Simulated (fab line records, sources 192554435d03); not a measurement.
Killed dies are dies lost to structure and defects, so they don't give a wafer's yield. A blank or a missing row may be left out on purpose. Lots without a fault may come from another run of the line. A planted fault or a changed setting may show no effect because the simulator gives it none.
fab line records | flow n5_finfet
record lots=11 wafers=33 last_day=18
route steps=1938 shown MIM_TOP_ETCH@1853 TV_LITHO@1884 PAD_METAL@1893 PASSIVATION@1929
lots that met no fault: from a run of the same line without faults
start_h: hours from the record's first day to the start of the lot's first wafer shown | wait_h: hours since the lot's step before | " the same as in the row above | L1.1+2: a row that stands for several wafers | - no value, or no start given | * or withheld: withheld | < > ~ a bound
route shown NAME@n: a module of which the file shows steps, and the number in the route of the first | usual: mean/standard deviation of fault-free wafers | same: alike in all rows | chamber/n: place in a boat | sites: the reading at each site | _std_site: their standard deviation | _edge_site: outer sites' mean less inner sites' | radius_mm: how far each site lies from the wafer's centre | mask NAME#n: copy n | behind: the tool/chamber that last shaped the wafer | hold: why the lot was held/for how many hours/how that ended | device: the transistor (n, p or np) that didn't switch | end of line: the same wafers' tests at the end of the route | a step without rows: its recipe alone | killed: dies lost to structure and defects at the first sort, not the wafer's yield | map: a wafer's dies, x killed, . not, _ none there
set.NAME: the setting as run; set.NAME@STEP: as run at that earlier step | model.NAME: the simulator's own value behind a step, which no gauge read
steps of the route over a sample of lots; a table a step, a row a wafer
services: from which hour (start_h, from the record's first day; less than 0 if before it) a tool's chamber was out of use, for how many hours, and why
## steps
# step N5_MIM_TOP_ETCH_PECVD_03
# recipe material=SiNx target_thk_a=200 temp_c=400 precursor=SiH4/NH3/N2 pressure_torr=1.5 rf_w=300 time_s=17.6
# usual chamber_pressure_Torr=1.5007/0.003 heater_power_w=771/89 showerhead_plenum_p_Torr=5.14/0.049 susceptor_temp_C=400.00/0.23 throttle_valve_pct=40.4/2.1
# columns lot.wafer tool chamber start_h wait_h chamber_pressure_Torr heater_power_w showerhead_plenum_p_Torr susceptor_temp_C throttle_valve_pct
L450.1 pecvd-02 1 265.54 - 1.5056 661 5.08 399.95 38.5
L450.2 " 2 " " 1.5022 719 5.17 400.22 38.0
L450.4 " 0 " " 1.5027 781 5.18 399.80 40.5
L452.3 pecvd-02 0 268.28 - 1.4990 920 5.16 400.32 40.7
L452.5 " 0 " " 1.4995 911 5.16 400.16 40.8
L452.6 " 2 " " 1.5017 724 5.17 399.47 38.0
L451.2 pecvd-02 2 272.28 - 1.5023 799 5.17 399.89 38.1
L451.5 " 0 " " 1.5021 882 5.16 399.64 40.7
L451.6 " 1 " " 1.4978 698 5.07 400.06 38.3
L454.3 pecvd-01 1 305.87 - 1.4971 672 5.10 400.10 42.1
L454.5 " 2 " " 1.5004 793 5.17 400.04 38.9
L454.6 " 1 " " 1.5013 668 5.09 399.92 42.0
L453.2 pecvd-02 2 307.29 - 1.5064 785 5.18 399.96 38.3
L453.4 " 0 " " 1.4981 787 5.19 400.12 40.8
L453.5 " 1 " " 1.5016 566 5.08 400.07 38.7
L458.2 pecvd-03 0 323.09 - 1.4959 912 5.15 400.11 40.9
L458.3 " 2 " " 1.5036 867 5.07 399.66 40.5
L458.6 " 1 " " 1.4961 808 5.26 399.99 39.9
L455.1 pecvd-02 2 323.87 - 1.5016 674 5.18 400.07 38.1
L455.3 " 0 " " 1.5044 806 5.17 399.76 40.7
L455.5 " 0 " " 1.5049 801 5.17 399.95 40.6
L459.1 pecvd-01 2 324.62 - 1.5011 759 5.17 400.21 38.9
L459.5 " 2 " " 1.4976 763 5.17 400.34 39.0
L459.6 " 1 " " 1.5031 742 5.09 400.39 42.2
L463.1 pecvd-02 0 359.54 - 1.5024 915 5.17 400.19 40.7
L463.2 " 1 " " 1.5050 625 5.10 400.10 38.3
L463.5 " 0 " " 1.5044 916 5.15 399.93 40.7
L468.2 pecvd-03 2 382.78 - 1.4963 791 5.07 399.94 40.9
L468.3 " 1 " " 1.4977 845 5.26 400.34 40.0
L468.5 " 1 " " 1.5011 831 5.26 400.15 39.7
L470.3 pecvd-01 2 410.41 - 1.4989 788 5.17 399.91 39.6
L470.4 " 2 " " 1.5031 789 5.17 400.25 39.6
L470.5 " 0 " " 1.5033 805 5.12 399.51 45.8
# step N5_PASSIVATION_OVL_MEAS_60
# recipe points_per_wafer=44
# usual TV_OVL=2/4.8
# columns lot.wafer tool chamber start_h wait_h TV_OVL[nm]
L450.1 overlay-01 0 267.63 0.0 2
L450.2 " 0 " " 3
L450.4 " 0 " " -2
L452.3 overlay-02 0 271.70 0.0 8
L452.5 " 0 " " 10
L452.6 " 0 " " 4
L451.2 overlay-01 0 275.25 0.0 3
L451.5 " 0 " " 9
L451.6 " 0 " " 0
L454.3 overlay-01 0 309.56 0.0 8
L454.5 " 0 " " 5
L454.6 " 0 " " 11
L453.2 overlay-02 0 309.72 0.0 4
L453.4 " 0 " " 9
L453.5 " 0 " " -1
L459.1 overlay-01 0 328.73 0.0 -6
L459.5 " 0 " " -10
L459.6 " 0 " " -2
L458.2 overlay-02 0 328.77 0.0 5
L458.3 " 0 " " 3
L458.6 " 0 " " 8
L455.1 overlay-01 0 328.80 0.0 -1
L455.3 " 0 " " -9
L455.5 " 0 " " -5
L463.1 overlay-02 0 361.36 0.0 6
L463.2 " 0 " " 7
L463.5 " 0 " " 3
L468.2 overlay-01 0 384.83 0.0 -1
L468.3 " 0 " " 8
L468.5 " 0 " " -4
L470.3 overlay-02 0 414.44 0.0 9
L470.4 " 0 " " 6
L470.5 " 0 " " 9
# step N5_PASSIVATION_DEGAS_18
# recipe ambient=vacuum temp_c=300 time_s=60
# usual heater_power_w=459/50 susceptor_temp_C=299.99/0.19
# columns lot.wafer tool chamber start_h wait_h heater_power_w susceptor_temp_C
L450.1 pvd_sputter-03 - 269.39 1.2 378 300.28
L450.2 " - " " 502 300.12
L450.4 " - " " 473 299.97
L452.3 pvd_sputter-01 - 272.58 0.0 485 300.42
L452.5 " - " " 486 300.24
L452.6 " - " " 555 300.19
L451.2 pvd_sputter-02 - 276.30 0.4 527 299.99
L451.5 " - " " 403 300.06
L451.6 " - " " 418 299.74
L454.3 pvd_sputter-01 - 310.56 0.4 476 299.96
L454.5 " - " " 557 299.88
L454.6 " - " " 471 300.13
L453.2 pvd_sputter-02 - 310.86 0.1 442 299.80
L453.4 " - " " 405 300.11
L453.5 " - " " 414 299.78
L459.1 pvd_sputter-03 - 329.55 0.1 470 299.98
L459.5 " - " " 464 299.90
L459.6 " - " " 370 299.93
L458.2 pvd_sputter-01 - 329.66 0.1 546 300.25
L458.3 " - " " 478 299.71
L458.6 " - " " 471 300.25
L455.1 pvd_sputter-03 - 330.69 0.8 500 300.09
L455.3 " - " " 381 299.96
L455.5 " - " " 378 299.97
L463.1 pvd_sputter-03 - 362.16 0.2 463 300.14
L463.2 " - " " 480 300.26
L463.5 " - " " 474 299.99
L468.2 pvd_sputter-03 - 385.83 0.1 474 299.88
L468.3 " - " " 491 300.11
L468.5 " - " " 484 300.24
L470.3 pvd_sputter-03 - 416.20 1.2 469 300.11
L470.4 " - " " 502 299.99
L470.5 " - " " 484 300.06
# step N5_PASSIVATION_PASS_ETCH_47
# recipe chemistry=CF4/O2 target=SiNx target_depth_a=7700 time_s=385 ion_energy_ev=100 pressure_mtorr=40 source_w=535 bias_w=49 Ar_flow_sccm=100 cf4_flow_sccm=100 O2_flow_sccm=10
# usual O2_flow_sccm=9.994/0.029 drypump_motor_current_A=5.8/0.36 oes_product_au=0.80/0.08 rf_vpp_V=240.6/2.1 run_length_s=408.4/0.48 showerhead_plenum_p_Torr=2.17/0.069 throttle_valve_pct=15.88/0.24
# columns lot.wafer tool chamber start_h wait_h O2_flow_sccm drypump_motor_current_A oes_product_au rf_hours_counter_h rf_vpp_V run_length_s showerhead_plenum_p_Torr throttle_valve_pct
L450.1 rie_diel-06 0 272.42 0.0 9.992 5.8 0.87 55 242.5 408.9 2.15 15.82
L450.2 " 2 " " 9.999 5.9 0.89 46 240.3 407.6 2.16 15.49
L450.4 " 3 " " 10.014 6.2 0.73 195 240.9 407.9 2.11 16.04
L452.3 rie_diel-06 1 275.39 0.0 9.957 6.0 0.72 199 242.5 408.6 2.19 16.12
L452.5 " 3 " " 9.962 6.2 0.74 - 240.2 407.8 2.11 16.03
L452.6 " 1 " " 10.007 6.0 0.72 - 243.3 408.6 2.19 16.13
L451.2 rie_diel-05 2 279.06 0.0 10.022 6.2 0.85 45 239.4 408.5 2.24 15.87
L451.5 " 0 " " 10.020 5.6 0.80 - 239.2 408.8 2.13 15.76
L451.6 " 2 " " 9.966 6.3 0.86 - 239.9 408.9 2.24 15.87
L454.3 rie_diel-06 0 313.60 0.0 9.994 5.8 0.86 66 244.3 408.8 2.15 15.83
L454.5 " 0 " " 10.016 5.8 0.86 - 243.1 408.5 2.15 15.83
L454.6 " 3 " " 9.968 6.2 0.73 - 239.7 408.0 2.11 16.05
L453.2 rie_diel-06 3 314.19 0.0 9.981 6.2 0.72 210 241.3 408.6 2.11 16.08
L453.4 " 1 " " 9.957 6.0 0.71 213 242.3 408.6 2.18 16.15
L453.5 " 2 " " 9.971 5.9 0.87 - 238.9 407.9 2.15 15.50
L458.2 rie_diel-06 1 333.13 0.0 9.973 6.0 0.70 220 242.5 408.9 2.18 16.17
L458.3 " 3 " " 9.981 6.1 0.72 217 241.2 408.4 2.11 16.07
L458.6 " 3 " " 9.980 6.1 0.71 - 239.7 407.9 2.11 16.07
L455.1 rie_diel-02 0 333.48 0.0 9.974 5.9 0.95 6 243.0 408.2 2.34 15.62
L455.3 " 1 " " 9.945 5.0 0.69 241 238.7 408.2 2.10 16.02
L455.5 " 0 " " 10.006 5.9 0.95 - 242.7 408.1 2.34 15.60
L459.1 rie_diel-06 1 333.72 0.0 9.995 6.0 0.70 220 243.3 377.5 2.18 16.17
L459.5 " 1 " " 10.025 5.9 0.71 - 240.8 377.4 2.18 16.17
L459.6 " 2 " " 10.035 5.9 0.85 - 239.3 376.3 2.15 15.52
L463.1 rie_diel-06 3 365.13 0.0 9.991 6.2 0.71 229 240.4 376.5 2.10 16.10
L463.2 " 2 " " 10.030 5.9 0.84 80 240.3 407.7 2.14 15.55
L463.5 " 3 " " 10.037 6.2 0.71 - 240.9 376.4 2.10 16.10
L468.2 rie_diel-02 3 389.58 0.0 9.932 6.1 0.92 17 242.4 408.0 2.35 16.06
L468.3 " 1 " " 9.991 5.0 0.97 4 242.6 408.2 2.35 15.56
L468.5 " 1 " " 10.036 5.0 0.96 - 242.1 409.1 2.35 15.55
L470.3 rie_diel-05 1 419.76 0.0 9.960 5.1 0.81 107 241.9 407.7 2.13 15.74
L470.4 " 0 " " 10.032 5.7 0.76 150 240.1 408.8 2.11 15.87
L470.5 " 3 " " 9.988 5.8 0.86 - 237.5 409.0 2.15 15.69
# step N5_PASSIVATION_PROBE_49
# usual defect_limited_yield=91.1/1.3 killed_at_M0_to_M3=34/10 killed_at_M4_up=14/5.7 killed_at_contacts=12/5.9 killed_at_front_end=41/12 killed_at_other=4/3.1 killed_dies=105/15 killed_open=69/11 killed_short=35/7.8 sort_bin_5_function=5.3/0.81 sort_bin_6_memory=3.3/0.75 sort_n_pass=1075/15 sort_yield_pct=91.1/1.3
# same gross_dies=1180 killed_at_back_side=0 sort_bin_4_leakage[%]=0 sort_bin_8_speed[%]=0
# columns lot.wafer tool chamber start_h wait_h defect_limited_yield[%] killed_at_M0_to_M3 killed_at_M4_up killed_at_contacts killed_at_front_end killed_at_other killed_dies killed_open killed_short sort_bin_5_function[%] sort_bin_6_memory[%] sort_n_pass sort_yield_pct[%]
L458.2 prober-02 - 336.19 0.1 92.7 24 9 5 37 11 86 58 28 4.8 2.3 1094 92.7
L458.3 prober-02 - 336.24 0.1 92.0 19 2 16 55 2 94 61 32 3.8 4.0 1086 92.0
L458.6 prober-02 - 336.39 0.3 90.9 19 5 17 61 5 107 63 43 4.8 3.8 1073 90.9
L459.1 prober-02 - 336.77 0.0 90.3 47 14 5 38 10 114 73 33 5.0 4.4 1066 90.3
L459.5 prober-02 - 336.97 0.2 89.4 51 18 16 26 14 125 84 33 6.7 3.7 1055 89.4
L463.1 prober-02 - 368.49 0.4 91.0 38 20 9 36 3 106 66 37 5.8 3.0 1074 91.0
L463.5 prober-02 - 368.69 0.6 91.2 15 12 12 61 4 104 66 34 5.1 3.3 1076 91.2
# killed by level:class
L458.2 FIN_SAQP:geometric_particle:short=8 FIN_SAQP:geometric_particle:open=7 BEOL_M2:geometric_particle:open=7 BEOL_M1:geometric_particle:open=6 DUMMY_GATE:geometric_particle:open=5 MIM_BOT:geometric_particle:open=5 STI_FIN_REVEAL:geometric_particle:open=4 MOL_CONTACT_COAG:geometric_particle:open=4
L458.3 FIN_SAQP:geometric_particle:short=19 FIN_SAQP:geometric_particle:open=15 MOL_CONTACT_COAG:geometric_particle:open=11 DUMMY_GATE:geometric_particle:open=7 BEOL_M2:geometric_particle:open=7 STI_FIN_REVEAL:geometric_particle:open=6 MOL_CONTACT_COAG:geometric_particle:short=5 BEOL_M3:geometric_particle:open=5
L458.6 FIN_SAQP:geometric_particle:short=16 FIN_SAQP:geometric_particle:open=13 MOL_CONTACT_COAG:geometric_particle:open=11 BEOL_M3:geometric_particle:open=9 MOL_CONTACT_COAG:geometric_particle:short=6 DUMMY_GATE:geometric_particle:open=5 GATE_CUT:geometric_particle:open=5 STARTING-WAFER:geometric_particle:short=5
L459.1 BEOL_M2:geometric_particle:open=14 STI_FIN_REVEAL:geometric_particle:open=10 BEOL_M1:geometric_particle:open=8 BEOL_M0_SAQP:geometric_particle:open=8 GATE_CUT:geometric_particle:short=6 BEOL_M3:geometric_particle:open=6 STARTING-WAFER:geometric_particle:open=5 BEOL_M0_SAQP:geometric_particle:short=5
L459.5 BEOL_M2:geometric_particle:open=19 MOL_CONTACT_COAG:geometric_particle:open=15 BEOL_M4:geometric_particle:open=14 BEOL_M0_SAQP:geometric_particle:short=9 BEOL_M1:geometric_particle:open=8 PASSIVATION:area_etch=8 BEOL_M3:geometric_particle:open=6 BEOL_M0_SAQP:geometric_particle:open=5
L463.1 BEOL_M2:geometric_particle:open=11 BEOL_M4:geometric_particle:open=9 BEOL_M1:geometric_particle:open=8 BEOL_M0_SAQP:geometric_particle:open=7 FIN_SAQP:geometric_particle:short=6 MOL_CONTACT_COAG:geometric_particle:open=6 BEOL_M0_SAQP:geometric_particle:short=6 FIN_SAQP:geometric_particle:open=5
L463.5 FIN_SAQP:geometric_particle:open=10 STI_FIN_REVEAL:geometric_particle:open=9 BEOL_M4:geometric_particle:open=9 MOL_CONTACT_COAG:geometric_particle:open=9 FIN_SAQP:geometric_particle:short=7 GATE_CUT:geometric_particle:open=7 STARTING-WAFER:geometric_particle:short=7 DUMMY_GATE:geometric_particle:open=6
## services
# columns tool chamber start_h hours kind
rie_diel-02 - 243.77 0.4 repair
rie_diel-05 0 246.43 14.1 repair
rie_diel-06 1 249.84 9.5 repair
pecvd-03 - 255.30 4.5 repair
pecvd-02 - 256.26 0.7 repair
rie_diel-06 0 274.73 1.6 repair
pecvd-01 1 275.40 12.4 repair
rie_diel-06 0 276.83 7.2 repair
rie_diel-02 0 286.55 12.4 repair
pecvd-01 0 310.41 16.1 repair
rie_diel-02 - 320.74 3.6 repair
rie_diel-02 2 328.81 3.2 repair
pecvd-02 2 350.45 - calibration
rie_diel-06 1 352.27 2.4 repair
pecvd-03 - 354.52 5.5 pm
rie_diel-02 1 362.03 1.3 repair
rie_diel-05 2 366.19 1.2 repair
rie_diel-06 2 368.01 12.3 repair
pecvd-02 1 383.62 - clean
rie_diel-02 3 386.31 2.8 repair
rie_diel-05 1 392.31 7.0 repair
rie_diel-05 1 399.46 6.0 repair
rie_diel-02 2 404.19 17.4 repair
rie_diel-06 0 407.54 13.2 repair
## key
first_sign step=N5_PASSIVATION_PASS_ETCH_47 reading=run_length_s direction=down sigmas=66 usual=* struck=*
effect none on later readings
met_at N5_PASSIVATION_PASS_ETCH_47
struck_lots L459,L463
struck_wafers L459.1,L459.5,L459.6,L463.1,L463.5
not_acting_at N5_MIM_TOP_ETCH_PECVD_03,N5_PASSIVATION_OVL_MEAS_60,N5_PASSIVATION_DEGAS_18
onset_between 333.13 333.72
fault kind=process_parameter_drift tool=rie_diel-06 chamber=- onset_h=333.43 steps=N5_PASSIVATION_PASS_ETCH_47 channel=time_s offset=* shape=step end_h=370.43 scope=struck_wafers_only acts_in=* stated=*
